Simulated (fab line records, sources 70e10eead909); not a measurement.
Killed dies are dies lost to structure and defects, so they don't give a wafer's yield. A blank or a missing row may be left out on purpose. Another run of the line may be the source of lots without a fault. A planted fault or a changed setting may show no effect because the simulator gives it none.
Chamber matching | flow nand harc | ald metal-03 running NHARC_A_BLC_ALD_23: 4 sister chambers
The step deposits TiN, target thk 3 nm, pulse time 1 s, ald cycles 150. 8 wafers are shown with their chamber, then 7 later ones without.

EACH WAFER AND ITS CHAMBER
wafer  | chamber | heater power w (W) | precursor pulse height rel
L082.2 | 0       | 1171               | 1.005
L085.2 | 3       | 1153               | 1.047
L085.4 | 2       | 1176               | 1.011
L085.6 | 2       | 1196               | 0.994
L086.2 | 3       | 1162               | 0.987
L086.6 | 1       | 1042               | 0.977
L088.3 | 1       | 1067               | 1.009
L088.4 | 0       | 1180               | 1.016

WAFERS MISSING THEIR CHAMBER
wafer  | heater power w (W) | precursor pulse height rel
L088.5 | 1163               | 0.989
L090.1 | 1168               | 1.018
L090.2 | 1199               | 1.001
L090.5 | 1194               | 0.989
L093.2 | 1196               | 1.007
L093.5 | 1168               | 0.993
L093.6 | 1203               | 1.002

WHICH CHAMBER EACH ONE RAN IN
wafer  | from the rows above          | in truth
L088.5 | can't be placed: 3 or 0 or 2 | 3
L090.1 | can't be placed: 0 or 3 or 2 | 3
L090.2 | can't be placed: 2 or 0      | 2
L090.5 | can't be placed: 2 or 0      | 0
L093.2 | can't be placed: 2 or 0      | 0
L093.5 | can't be placed: 0 or 3 or 2 | 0
L093.6 | can't be placed: 2 or 0      | 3
Placed correctly: 0 of 7. Not placeable from these rows: 7 (in 6, the candidates include the true chamber). Number placed wrongly: 0.
How it was worked out, from the rows above alone: a wafer's distance from a chamber is the root of the sum, over the readings, of the square of ((its reading less the chamber's mean) divided by the reading's scatter). If the next closest chamber is less than 2 further off than the closest, the wafer can't be placed; otherwise it belongs to the closest. Each chamber's mean is taken over the wafers shown for it. The scatter: the root of (the sum of the squares of (reading less its chamber's mean) over the shown wafers, divided by (wafers less chambers)).
